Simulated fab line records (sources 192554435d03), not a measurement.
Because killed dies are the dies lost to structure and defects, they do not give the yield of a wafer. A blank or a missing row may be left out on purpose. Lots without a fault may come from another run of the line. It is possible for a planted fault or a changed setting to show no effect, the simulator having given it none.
Which tool is to blame? :: flow n5_finfet :: 72 wafers from 24 lots sampled at 6 of the route's 1938 steps

## WHAT EACH GAUGE READ, for each wafer
N5_BEOL_M2_INSPECT_59: inspects for defects (darkfield). Usual: raw_defect_count reads 76 (standard deviation 24).
lot: L074
measured: day 7 04:21
on: defect_inspect-01
raw_defect_count: 97 70 79
flag: 

lot: L075
measured: day 7 05:56
on: defect_inspect-02
raw_defect_count: 56 88 80
flag: 

lot: L076
measured: day 8 05:30
on: defect_inspect-02
raw_defect_count: 35 55 66
flag: 

lot: L078
measured: day 8 07:23
on: defect_inspect-02
raw_defect_count: 89 119 92
flag: 

lot: L081
measured: day 8 13:51
on: defect_inspect-02
raw_defect_count: 76 78 82
flag: 

lot: L077
measured: day 8 14:14
on: defect_inspect-02
raw_defect_count: 85 113 103
flag: 

lot: L079
measured: day 8 14:53
on: defect_inspect-01
raw_defect_count: 112 66 86
flag: 

lot: L080
measured: day 8 16:08
on: defect_inspect-01
raw_defect_count: 44 52 56
flag: 

lot: L082
measured: day 8 17:38
on: defect_inspect-01
raw_defect_count: 71 74 100
flag: 

lot: L083
measured: day 9 05:03
on: defect_inspect-02
raw_defect_count: 45 71 71
flag: 

lot: L084
measured: day 9 11:32
on: defect_inspect-02
raw_defect_count: 49 62 43
flag: 

lot: L085
measured: day 10 04:49
on: defect_inspect-01
raw_defect_count: 82 83 76
flag: 

lot: L086
measured: day 10 09:26
on: defect_inspect-02
raw_defect_count: 29 71 49
flag: 

lot: L087
measured: day 10 09:38
on: defect_inspect-02
raw_defect_count: 78 86 55
flag: 

lot: L088
measured: day 11 00:08
on: defect_inspect-02
raw_defect_count: 44 59 77
flag: 

lot: L089
measured: day 11 10:10
on: defect_inspect-01
raw_defect_count: 145 95 64
flag: 

lot: L091
measured: day 11 09:55
on: defect_inspect-01
raw_defect_count: 91 54 64
flag: 

lot: L090
measured: day 11 15:02
on: defect_inspect-01
raw_defect_count: 93 106 66
flag: 

lot: L093
measured: day 11 22:08
on: defect_inspect-01
raw_defect_count: 95 45 33
flag: 

lot: L092
measured: day 12 03:28
on: defect_inspect-02
raw_defect_count: 68 79 94
flag: 

lot: L094
measured: day 12 05:22
on: defect_inspect-02
raw_defect_count: 111 89 81
flag: 

lot: L095
measured: day 12 08:03
on: defect_inspect-02
raw_defect_count: 83 48 77
flag: 

lot: L096
measured: day 12 21:07
on: defect_inspect-01
raw_defect_count: 78 102 66
flag: 

lot: L097
measured: day 12 21:35
on: defect_inspect-02
raw_defect_count: 97 93 100
flag: 

## WHICH TOOL RAN EACH LOT (tool, then ch and the chambers of the sampled wafers, then the start)
lot: L074
N5_BEOL_M2_ETCH_41: rie_diel-04 ch 0,3, day 7 01:35 or earlier
N5_BEOL_M2_ANNEAL_49: pvd_sputter-02, day 7 01:35
N5_BEOL_M2_SPUTTER_79: pvd_sputter-02, day 7 01:43
N5_BEOL_M2_ANNEAL_95: pvd_sputter-02, day 7 03:07
N5_BEOL_M2_SPUTTER_96: pvd_sputter-02, day 7 03:16

lot: L075
N5_BEOL_M2_ETCH_41: rie_diel-02 ch 0,2,3, day 7 02:59 or earlier
N5_BEOL_M2_ANNEAL_49: pvd_sputter-03, day 7 02:59
N5_BEOL_M2_SPUTTER_79: pvd_sputter-03, day 7 03:08
N5_BEOL_M2_ANNEAL_95: pvd_sputter-03, day 7 04:32
N5_BEOL_M2_SPUTTER_96: pvd_sputter-03, day 7 04:40

lot: L076
N5_BEOL_M2_ETCH_41: rie_diel-04 ch 0,2,3, day 8 02:31 or earlier
N5_BEOL_M2_ANNEAL_49: pvd_sputter-03, day 8 02:31
N5_BEOL_M2_SPUTTER_79: pvd_sputter-03, day 8 02:40
N5_BEOL_M2_ANNEAL_95: pvd_sputter-03, day 8 04:04
N5_BEOL_M2_SPUTTER_96: pvd_sputter-03, day 8 04:12

lot: L078
N5_BEOL_M2_ETCH_41: rie_diel-04 ch 0,2,3, day 8 04:33 or earlier
N5_BEOL_M2_ANNEAL_49: pvd_sputter-01, day 8 04:33
N5_BEOL_M2_SPUTTER_79: pvd_sputter-01, day 8 04:41
N5_BEOL_M2_ANNEAL_95: pvd_sputter-01, day 8 06:05
N5_BEOL_M2_SPUTTER_96: pvd_sputter-01, day 8 06:14

lot: L081
N5_BEOL_M2_ETCH_41: rie_diel-04 ch 0,3, day 8 11:06 or earlier
N5_BEOL_M2_ANNEAL_49: pvd_sputter-03, day 8 11:06
N5_BEOL_M2_SPUTTER_79: pvd_sputter-03, day 8 11:14
N5_BEOL_M2_ANNEAL_95: pvd_sputter-03, day 8 12:38
N5_BEOL_M2_SPUTTER_96: pvd_sputter-03, day 8 12:47

lot: L077
N5_BEOL_M2_ETCH_41: rie_diel-02 ch 0,3, day 8 11:29 or earlier
N5_BEOL_M2_ANNEAL_49: pvd_sputter-02, day 8 11:29
N5_BEOL_M2_SPUTTER_79: pvd_sputter-02, day 8 11:37
N5_BEOL_M2_ANNEAL_95: pvd_sputter-02, day 8 13:01
N5_BEOL_M2_SPUTTER_96: pvd_sputter-02, day 8 13:10

lot: L079
N5_BEOL_M2_ETCH_41: rie_diel-04 ch 0,2,3, day 8 12:06 or earlier
N5_BEOL_M2_ANNEAL_49: pvd_sputter-01, day 8 12:06
N5_BEOL_M2_SPUTTER_79: pvd_sputter-01, day 8 12:14
N5_BEOL_M2_ANNEAL_95: pvd_sputter-01, day 8 13:38
N5_BEOL_M2_SPUTTER_96: pvd_sputter-01, day 8 13:47

lot: L080
N5_BEOL_M2_ETCH_41: rie_diel-04 ch 0,3, day 8 13:19 or earlier
N5_BEOL_M2_ANNEAL_49: pvd_sputter-02, day 8 13:19
N5_BEOL_M2_SPUTTER_79: pvd_sputter-02, day 8 13:28
N5_BEOL_M2_ANNEAL_95: pvd_sputter-02, day 8 14:52
N5_BEOL_M2_SPUTTER_96: pvd_sputter-02, day 8 15:00

lot: L082
N5_BEOL_M2_ETCH_41: rie_diel-04 ch 0,3, day 8 14:52 or earlier
N5_BEOL_M2_ANNEAL_49: pvd_sputter-01, day 8 14:52
N5_BEOL_M2_SPUTTER_79: pvd_sputter-01, day 8 15:00
N5_BEOL_M2_ANNEAL_95: pvd_sputter-01, day 8 16:24
N5_BEOL_M2_SPUTTER_96: pvd_sputter-01, day 8 16:32

lot: L083
N5_BEOL_M2_ETCH_41: rie_diel-06 ch 0,1, day 9 02:17 or earlier
N5_BEOL_M2_ANNEAL_49: pvd_sputter-02, day 9 02:17
N5_BEOL_M2_SPUTTER_79: pvd_sputter-02, day 9 02:26
N5_BEOL_M2_ANNEAL_95: pvd_sputter-02, day 9 03:50
N5_BEOL_M2_SPUTTER_96: pvd_sputter-02, day 9 03:58

lot: L084
N5_BEOL_M2_ETCH_41: rie_diel-02 ch 2,3, day 9 08:47 or earlier
N5_BEOL_M2_ANNEAL_49: pvd_sputter-03, day 9 08:47
N5_BEOL_M2_SPUTTER_79: pvd_sputter-03, day 9 08:55
N5_BEOL_M2_ANNEAL_95: pvd_sputter-03, day 9 10:19
N5_BEOL_M2_SPUTTER_96: pvd_sputter-03, day 9 10:28

lot: L085
N5_BEOL_M2_ETCH_41: rie_diel-04 ch 0,1,2, day 10 02:04 or earlier
N5_BEOL_M2_ANNEAL_49: pvd_sputter-02, day 10 02:04
N5_BEOL_M2_SPUTTER_79: pvd_sputter-02, day 10 02:12
N5_BEOL_M2_ANNEAL_95: pvd_sputter-02, day 10 03:36
N5_BEOL_M2_SPUTTER_96: pvd_sputter-02, day 10 03:44

lot: L086
N5_BEOL_M2_ETCH_41: rie_diel-04 ch 2,3, day 10 06:41 or earlier
N5_BEOL_M2_ANNEAL_49: pvd_sputter-02, day 10 06:41
N5_BEOL_M2_SPUTTER_79: pvd_sputter-02, day 10 06:49
N5_BEOL_M2_ANNEAL_95: pvd_sputter-02, day 10 08:13
N5_BEOL_M2_SPUTTER_96: pvd_sputter-02, day 10 08:22

lot: L087
N5_BEOL_M2_ETCH_41: rie_diel-06 ch 0,1,3, day 10 06:52 or earlier
N5_BEOL_M2_ANNEAL_49: pvd_sputter-01, day 10 06:52
N5_BEOL_M2_SPUTTER_79: pvd_sputter-01, day 10 07:00
N5_BEOL_M2_ANNEAL_95: pvd_sputter-01, day 10 08:24
N5_BEOL_M2_SPUTTER_96: pvd_sputter-01, day 10 08:32

lot: L088
N5_BEOL_M2_ETCH_41: rie_diel-04 ch 0,1,3, day 10 21:20 or earlier
N5_BEOL_M2_ANNEAL_49: pvd_sputter-02, day 10 21:20
N5_BEOL_M2_SPUTTER_79: pvd_sputter-02, day 10 21:28
N5_BEOL_M2_ANNEAL_95: pvd_sputter-02, day 10 22:52
N5_BEOL_M2_SPUTTER_96: pvd_sputter-02, day 10 23:01

lot: L089
N5_BEOL_M2_ETCH_41: rie_diel-02 ch 1,2, day 11 07:22 or earlier
N5_BEOL_M2_ANNEAL_49: pvd_sputter-02, day 11 07:22
N5_BEOL_M2_SPUTTER_79: pvd_sputter-02, day 11 07:31
N5_BEOL_M2_ANNEAL_95: pvd_sputter-02, day 11 08:55
N5_BEOL_M2_SPUTTER_96: pvd_sputter-02, day 11 09:03

lot: L091
N5_BEOL_M2_ETCH_41: rie_diel-04 ch 0,2,3, day 11 07:10 or earlier
N5_BEOL_M2_ANNEAL_49: pvd_sputter-03, day 11 07:10
N5_BEOL_M2_SPUTTER_79: pvd_sputter-03, day 11 07:19
N5_BEOL_M2_ANNEAL_95: pvd_sputter-03, day 11 08:43
N5_BEOL_M2_SPUTTER_96: pvd_sputter-03, day 11 08:51

lot: L090
N5_BEOL_M2_ETCH_41: rie_diel-02 ch 0,1,2, day 11 12:14 or earlier
N5_BEOL_M2_ANNEAL_49: pvd_sputter-01, day 11 12:14
N5_BEOL_M2_SPUTTER_79: pvd_sputter-01, day 11 12:23
N5_BEOL_M2_ANNEAL_95: pvd_sputter-01, day 11 13:47
N5_BEOL_M2_SPUTTER_96: pvd_sputter-01, day 11 13:55

lot: L093
N5_BEOL_M2_ETCH_41: rie_diel-06 ch 1,2, day 11 19:13 or earlier
N5_BEOL_M2_ANNEAL_49: pvd_sputter-03, day 11 19:13
N5_BEOL_M2_SPUTTER_79: pvd_sputter-03, day 11 19:22
N5_BEOL_M2_ANNEAL_95: pvd_sputter-03, day 11 20:46
N5_BEOL_M2_SPUTTER_96: pvd_sputter-03, day 11 20:54

lot: L092
N5_BEOL_M2_ETCH_41: rie_diel-04 ch 0,3, day 12 00:38 or earlier
N5_BEOL_M2_ANNEAL_49: pvd_sputter-02, day 12 00:38
N5_BEOL_M2_SPUTTER_79: pvd_sputter-02, day 12 00:46
N5_BEOL_M2_ANNEAL_95: pvd_sputter-02, day 12 02:10
N5_BEOL_M2_SPUTTER_96: pvd_sputter-02, day 12 02:19

lot: L094
N5_BEOL_M2_ETCH_41: rie_diel-04 ch 0,2,3, day 12 02:22 or earlier
N5_BEOL_M2_ANNEAL_49: pvd_sputter-01, day 12 02:22
N5_BEOL_M2_SPUTTER_79: pvd_sputter-01, day 12 02:30
N5_BEOL_M2_ANNEAL_95: pvd_sputter-01, day 12 03:54
N5_BEOL_M2_SPUTTER_96: pvd_sputter-01, day 12 04:02

lot: L095
N5_BEOL_M2_ETCH_41: rie_diel-06 ch 0,2,3, day 12 05:18 or earlier
N5_BEOL_M2_ANNEAL_49: pvd_sputter-03, day 12 05:18
N5_BEOL_M2_SPUTTER_79: pvd_sputter-03, day 12 05:26
N5_BEOL_M2_ANNEAL_95: pvd_sputter-03, day 12 06:50
N5_BEOL_M2_SPUTTER_96: pvd_sputter-03, day 12 06:59

lot: L096
N5_BEOL_M2_ETCH_41: rie_diel-02 ch 0,1,3, day 12 18:21 or earlier
N5_BEOL_M2_ANNEAL_49: pvd_sputter-02, day 12 18:21
N5_BEOL_M2_SPUTTER_79: pvd_sputter-02, day 12 18:29
N5_BEOL_M2_ANNEAL_95: pvd_sputter-02, day 12 19:53
N5_BEOL_M2_SPUTTER_96: pvd_sputter-02, day 12 20:02

lot: L097
N5_BEOL_M2_ETCH_41: rie_diel-04 ch 2,3, day 12 18:49 or earlier
N5_BEOL_M2_ANNEAL_49: pvd_sputter-03, day 12 18:49
N5_BEOL_M2_SPUTTER_79: pvd_sputter-03, day 12 18:57
N5_BEOL_M2_ANNEAL_95: pvd_sputter-03, day 12 20:21
N5_BEOL_M2_SPUTTER_96: pvd_sputter-03, day 12 20:29
- N5_BEOL_M2_ETCH_41: etches SiCN in CH3F/O2, target depth 29.9 nm, time 52.5 s.
- N5_BEOL_M2_ANNEAL_49: time 240 s.
- N5_BEOL_M2_SPUTTER_79: material Cu, target thk 4.5 nm, time 8.29 s.
- N5_BEOL_M2_ANNEAL_95: time 240 s.
- N5_BEOL_M2_SPUTTER_96: material Cu, target thk 4.5 nm, time 8.29 s.

## AS READ BY THE TOOLS THEMSELVES (means over the sampled wafers that have a number; for cases with no such wafer, the mark the record gives instead)
N5_BEOL_M2_ETCH_41. Usual: drypump_motor_current_A 5.9 A, standard deviation 0.33; oes_product_au 0.80 a.u., standard deviation 0.091; rf_vpp_V 297.9 V, standard deviation 1.9; showerhead_plenum_p_Torr 2.03 Torr, standard deviation 0.081; throttle_valve_pct 16.22 %, standard deviation 0.21.
lot: L074
tool: rie_diel-04
drypump_motor_current_A (A): 5.9
oes_product_au (a.u.): 0.84
rf_vpp_V (V): 298.7
showerhead_plenum_p_Torr (Torr): 2.03
throttle_valve_pct (%): 16.20
flag: 

lot: L075
tool: rie_diel-02
drypump_motor_current_A (A): 6.2
oes_product_au (a.u.): 0.71
rf_vpp_V (V): 295.9
showerhead_plenum_p_Torr (Torr): 1.95
throttle_valve_pct (%): 16.46
flag: 

lot: L076
tool: rie_diel-04
drypump_motor_current_A (A): 5.9
oes_product_au (a.u.): 0.80
rf_vpp_V (V): 298.3
showerhead_plenum_p_Torr (Torr): 2.03
throttle_valve_pct (%): 16.20
flag: 

lot: L078
tool: rie_diel-04
drypump_motor_current_A (A): 5.9
oes_product_au (a.u.): 0.79
rf_vpp_V (V): 298.2
showerhead_plenum_p_Torr (Torr): 2.02
throttle_valve_pct (%): 16.20
flag: 

lot: L081
tool: rie_diel-04
drypump_motor_current_A (A): 5.8
oes_product_au (a.u.): 0.74
rf_vpp_V (V): 296.8
showerhead_plenum_p_Torr (Torr): 1.96
throttle_valve_pct (%): 16.20
flag: 

lot: L077
tool: rie_diel-02
drypump_motor_current_A (A): 6.1
oes_product_au (a.u.): 0.70
rf_vpp_V (V): 295.6
showerhead_plenum_p_Torr (Torr): 1.92
throttle_valve_pct (%): 16.34
flag: 

lot: L079
tool: rie_diel-04
drypump_motor_current_A (A): 5.9
oes_product_au (a.u.): 0.79
rf_vpp_V (V): 297.4
showerhead_plenum_p_Torr (Torr): 2.02
throttle_valve_pct (%): 16.21
flag: 

lot: L080
tool: rie_diel-04
drypump_motor_current_A (A): 5.9
oes_product_au (a.u.): 0.80
rf_vpp_V (V): 298.7
showerhead_plenum_p_Torr (Torr): 2.02
throttle_valve_pct (%): 16.23
flag: 

lot: L082
tool: rie_diel-04
drypump_motor_current_A (A): 5.9
oes_product_au (a.u.): 0.75
rf_vpp_V (V): 295.6
showerhead_plenum_p_Torr (Torr): 1.96
throttle_valve_pct (%): 16.20
flag: 

lot: L083
tool: rie_diel-06
drypump_motor_current_A (A): 6.2
oes_product_au (a.u.): 0.76
rf_vpp_V (V): 297.3
showerhead_plenum_p_Torr (Torr): 1.99
throttle_valve_pct (%): 16.15
flag: 

lot: L084
tool: rie_diel-02
drypump_motor_current_A (A): 6.5
oes_product_au (a.u.): 0.68
rf_vpp_V (V): 296.3
showerhead_plenum_p_Torr (Torr): 1.98
throttle_valve_pct (%): 16.73
flag: 

lot: L085
tool: rie_diel-04
drypump_motor_current_A (A): 5.9
oes_product_au (a.u.): 0.86
rf_vpp_V (V): 299.1
showerhead_plenum_p_Torr (Torr): 2.07
throttle_valve_pct (%): 16.21
flag: 

lot: L086
tool: rie_diel-04
drypump_motor_current_A (A): 5.8
oes_product_au (a.u.): 0.93
rf_vpp_V (V): 300.0
showerhead_plenum_p_Torr (Torr): 2.12
throttle_valve_pct (%): 15.87
flag: 

lot: L087
tool: rie_diel-06
drypump_motor_current_A (A): 6.2
oes_product_au (a.u.): 0.76
rf_vpp_V (V): 297.0
showerhead_plenum_p_Torr (Torr): 2.01
throttle_valve_pct (%): 16.19
flag: 

lot: L088
tool: rie_diel-04
drypump_motor_current_A (A): 5.9
oes_product_au (a.u.): 0.91
rf_vpp_V (V): 300.0
showerhead_plenum_p_Torr (Torr): 2.09
throttle_valve_pct (%): 16.04
flag: 

lot: L089
tool: rie_diel-02
drypump_motor_current_A (A): 6.0
oes_product_au (a.u.): 0.92
rf_vpp_V (V): 296.9
showerhead_plenum_p_Torr (Torr): 2.00
throttle_valve_pct (%): 16.19
flag: 

lot: L091
tool: rie_diel-04
drypump_motor_current_A (A): 5.9
oes_product_au (a.u.): 0.85
rf_vpp_V (V): 299.5
showerhead_plenum_p_Torr (Torr): 2.10
throttle_valve_pct (%): 16.08
flag: 

lot: L090
tool: rie_diel-02
drypump_motor_current_A (A): 6.0
oes_product_au (a.u.): 0.83
rf_vpp_V (V): 296.3
showerhead_plenum_p_Torr (Torr): 1.97
throttle_valve_pct (%): 16.21
flag: 

lot: L093
tool: rie_diel-06
drypump_motor_current_A (A): 5.4
oes_product_au (a.u.): 0.74
rf_vpp_V (V): 296.2
showerhead_plenum_p_Torr (Torr): 1.94
throttle_valve_pct (%): 16.26
flag: 

lot: L092
tool: rie_diel-04
drypump_motor_current_A (A): 5.8
oes_product_au (a.u.): 0.90
rf_vpp_V (V): 299.2
showerhead_plenum_p_Torr (Torr): 2.11
throttle_valve_pct (%): 15.92
flag: 

lot: L094
tool: rie_diel-04
drypump_motor_current_A (A): 5.9
oes_product_au (a.u.): 0.85
rf_vpp_V (V): 298.7
showerhead_plenum_p_Torr (Torr): 2.10
throttle_valve_pct (%): 16.09
flag: 

lot: L095
tool: rie_diel-06
drypump_motor_current_A (A): 5.9
oes_product_au (a.u.): 0.72
rf_vpp_V (V): 297.2
showerhead_plenum_p_Torr (Torr): 2.01
throttle_valve_pct (%): 16.29
flag: 

lot: L096
tool: rie_diel-02
drypump_motor_current_A (A): 6.3
oes_product_au (a.u.): 0.80
rf_vpp_V (V): 297.4
showerhead_plenum_p_Torr (Torr): 1.95
throttle_valve_pct (%): 16.32
flag: 

lot: L097
tool: rie_diel-04
drypump_motor_current_A (A): 5.9
oes_product_au (a.u.): 0.84
rf_vpp_V (V): 299.1
showerhead_plenum_p_Torr (Torr): 2.10
throttle_valve_pct (%): 16.09
flag: 

N5_BEOL_M2_ANNEAL_49. Usual: heater_power_w reads 836 W (standard deviation 110).
lot: L074
tool: pvd_sputter-02
heater_power_w (W): 921
flag: 

lot: L075
tool: pvd_sputter-03
heater_power_w (W): 772
flag: 

lot: L076
tool: pvd_sputter-03
heater_power_w (W): 740
flag: 

lot: L078
tool: pvd_sputter-01
heater_power_w (W): 803
flag: 

lot: L081
tool: pvd_sputter-03
heater_power_w (W): 814
flag: 

lot: L077
tool: pvd_sputter-02
heater_power_w (W): 852
flag: 

lot: L079
tool: pvd_sputter-01
heater_power_w (W): 828
flag: 

lot: L080
tool: pvd_sputter-02
heater_power_w (W): 833
flag: 

lot: L082
tool: pvd_sputter-01
heater_power_w (W): 836
flag: 

lot: L083
tool: pvd_sputter-02
heater_power_w (W): 1004
flag: 

lot: L084
tool: pvd_sputter-03
heater_power_w (W): 711
flag: 

lot: L085
tool: pvd_sputter-02
heater_power_w (W): 841
flag: 

lot: L086
tool: pvd_sputter-02
heater_power_w (W): 839
flag: 

lot: L087
tool: pvd_sputter-01
heater_power_w (W): 852
flag: 

lot: L088
tool: pvd_sputter-02
heater_power_w (W): 1008
flag: 

lot: L089
tool: pvd_sputter-02
heater_power_w (W): 924
flag: 

lot: L091
tool: pvd_sputter-03
heater_power_w (W): 767
flag: 

lot: L090
tool: pvd_sputter-01
heater_power_w (W): 894
flag: 

lot: L093
tool: pvd_sputter-03
heater_power_w (W): 764
flag: 

lot: L092
tool: pvd_sputter-02
heater_power_w (W): 915
flag: 

lot: L094
tool: pvd_sputter-01
heater_power_w (W): 878
flag: 

lot: L095
tool: pvd_sputter-03
heater_power_w (W): 825
flag: 

lot: L096
tool: pvd_sputter-02
heater_power_w (W): 778
flag: 

lot: L097
tool: pvd_sputter-03
heater_power_w (W): 847
flag: 

N5_BEOL_M2_SPUTTER_79. Usual: throttle_valve_pct reads 29.8 % (standard deviation 0.95).
lot: L074
tool: pvd_sputter-02
throttle_valve_pct (%): 28.8
flag: 

lot: L075
tool: pvd_sputter-03
throttle_valve_pct (%): 30.8
flag: 

lot: L076
tool: pvd_sputter-03
throttle_valve_pct (%): 30.8
flag: 

lot: L078
tool: pvd_sputter-01
throttle_valve_pct (%): 30.0
flag: 

lot: L081
tool: pvd_sputter-03
throttle_valve_pct (%): 30.2
flag: 

lot: L077
tool: pvd_sputter-02
throttle_valve_pct (%): 30.0
flag: 

lot: L079
tool: pvd_sputter-01
throttle_valve_pct (%): 30.3
flag: 

lot: L080
tool: pvd_sputter-02
throttle_valve_pct (%): 29.9
flag: 

lot: L082
tool: pvd_sputter-01
throttle_valve_pct (%): 29.8
flag: 

lot: L083
tool: pvd_sputter-02
throttle_valve_pct (%): 29.2
flag: 

lot: L084
tool: pvd_sputter-03
throttle_valve_pct (%): 30.2
flag: 

lot: L085
tool: pvd_sputter-02
throttle_valve_pct (%): 29.0
flag: 

lot: L086
tool: pvd_sputter-02
throttle_valve_pct (%): 30.1
flag: 

lot: L087
tool: pvd_sputter-01
throttle_valve_pct (%): 30.0
flag: 

lot: L088
tool: pvd_sputter-02
throttle_valve_pct (%): 29.4
flag: 

lot: L089
tool: pvd_sputter-02
throttle_valve_pct (%): 28.4
flag: 

lot: L091
tool: pvd_sputter-03
throttle_valve_pct (%): 30.8
flag: 

lot: L090
tool: pvd_sputter-01
throttle_valve_pct (%): 29.8
flag: 

lot: L093
tool: pvd_sputter-03
throttle_valve_pct (%): 30.7
flag: 

lot: L092
tool: pvd_sputter-02
throttle_valve_pct (%): 29.8
flag: 

lot: L094
tool: pvd_sputter-01
throttle_valve_pct (%): 29.7
flag: 

lot: L095
tool: pvd_sputter-03
throttle_valve_pct (%): 30.3
flag: 

lot: L096
tool: pvd_sputter-02
throttle_valve_pct (%): 29.5
flag: 

lot: L097
tool: pvd_sputter-03
throttle_valve_pct (%): 31.1
flag: 

N5_BEOL_M2_ANNEAL_95. Usual: heater_power_w reads 837 W (standard deviation 110).
lot: L074
tool: pvd_sputter-02
heater_power_w (W): 930
flag: 

lot: L075
tool: pvd_sputter-03
heater_power_w (W): 770
flag: 

lot: L076
tool: pvd_sputter-03
heater_power_w (W): 742
flag: 

lot: L078
tool: pvd_sputter-01
heater_power_w (W): 815
flag: 

lot: L081
tool: pvd_sputter-03
heater_power_w (W): 821
flag: 

lot: L077
tool: pvd_sputter-02
heater_power_w (W): 841
flag: 

lot: L079
tool: pvd_sputter-01
heater_power_w (W): 825
flag: 

lot: L080
tool: pvd_sputter-02
heater_power_w (W): 845
flag: 

lot: L082
tool: pvd_sputter-01
heater_power_w (W): 821
flag: 

lot: L083
tool: pvd_sputter-02
heater_power_w (W): 993
flag: 

lot: L084
tool: pvd_sputter-03
heater_power_w (W): 718
flag: 

lot: L085
tool: pvd_sputter-02
heater_power_w (W): 852
flag: 

lot: L086
tool: pvd_sputter-02
heater_power_w (W): 840
flag: 

lot: L087
tool: pvd_sputter-01
heater_power_w (W): 840
flag: 

lot: L088
tool: pvd_sputter-02
heater_power_w (W): 1001
flag: 

lot: L089
tool: pvd_sputter-02
heater_power_w (W): 938
flag: 

lot: L091
tool: pvd_sputter-03
heater_power_w (W): 763
flag: 

lot: L090
tool: pvd_sputter-01
heater_power_w (W): 887
flag: 

lot: L093
tool: pvd_sputter-03
heater_power_w (W): 782
flag: 

lot: L092
tool: pvd_sputter-02
heater_power_w (W): 919
flag: 

lot: L094
tool: pvd_sputter-01
heater_power_w (W): 875
flag: 

lot: L095
tool: pvd_sputter-03
heater_power_w (W): 817
flag: 

lot: L096
tool: pvd_sputter-02
heater_power_w (W): 785
flag: 

lot: L097
tool: pvd_sputter-03
heater_power_w (W): 825
flag: 

N5_BEOL_M2_SPUTTER_96. Usual: throttle_valve_pct reads 29.8 % (standard deviation 0.92).
lot: L074
tool: pvd_sputter-02
throttle_valve_pct (%): 28.9
flag: 

lot: L075
tool: pvd_sputter-03
throttle_valve_pct (%): 30.8
flag: 

lot: L076
tool: pvd_sputter-03
throttle_valve_pct (%): 30.7
flag: 

lot: L078
tool: pvd_sputter-01
throttle_valve_pct (%): 29.9
flag: 

lot: L081
tool: pvd_sputter-03
throttle_valve_pct (%): 30.3
flag: 

lot: L077
tool: pvd_sputter-02
throttle_valve_pct (%): 29.9
flag: 

lot: L079
tool: pvd_sputter-01
throttle_valve_pct (%): 30.3
flag: 

lot: L080
tool: pvd_sputter-02
throttle_valve_pct (%): 30.0
flag: 

lot: L082
tool: pvd_sputter-01
throttle_valve_pct (%): 29.9
flag: 

lot: L083
tool: pvd_sputter-02
throttle_valve_pct (%): 29.1
flag: 

lot: L084
tool: pvd_sputter-03
throttle_valve_pct (%): 30.1
flag: 

lot: L085
tool: pvd_sputter-02
throttle_valve_pct (%): 29.0
flag: 

lot: L086
tool: pvd_sputter-02
throttle_valve_pct (%): 30.2
flag: 

lot: L087
tool: pvd_sputter-01
throttle_valve_pct (%): 30.2
flag: 

lot: L088
tool: pvd_sputter-02
throttle_valve_pct (%): 29.2
flag: 

lot: L089
tool: pvd_sputter-02
throttle_valve_pct (%): 28.4
flag: 

lot: L091
tool: pvd_sputter-03
throttle_valve_pct (%): 30.7
flag: 

lot: L090
tool: pvd_sputter-01
throttle_valve_pct (%): 29.8
flag: 

lot: L093
tool: pvd_sputter-03
throttle_valve_pct (%): 30.6
flag: 

lot: L092
tool: pvd_sputter-02
throttle_valve_pct (%): 29.8
flag: 

lot: L094
tool: pvd_sputter-01
throttle_valve_pct (%): 29.7
flag: 

lot: L095
tool: pvd_sputter-03
throttle_valve_pct (%): 30.2
flag: 

lot: L096
tool: pvd_sputter-02
throttle_valve_pct (%): 29.6
flag: 

lot: L097
tool: pvd_sputter-03
throttle_valve_pct (%): 31.0
flag: 

## THE ANSWER, worked out from the rows above alone
Rule: take the mean of a lot's wafers that have a number; if it is more than 3 standard deviations from the usual mean, the lot is off. A lot without any number at a reading at which 4 lots or more have one is off too. The other lots that the step has rows for count as sound. The gauges are gone through in route order, then the tools' own readings, and for those a lot's mean is taken as printed above. The first step at which some lot is off is used, and at that step the reading that is off furthest; a lot without a number counts as furthest.
No lot is off on any of the readings shown, so nothing can be concluded from this.

## WHAT WAS PUT IN BY THE SIMULATOR
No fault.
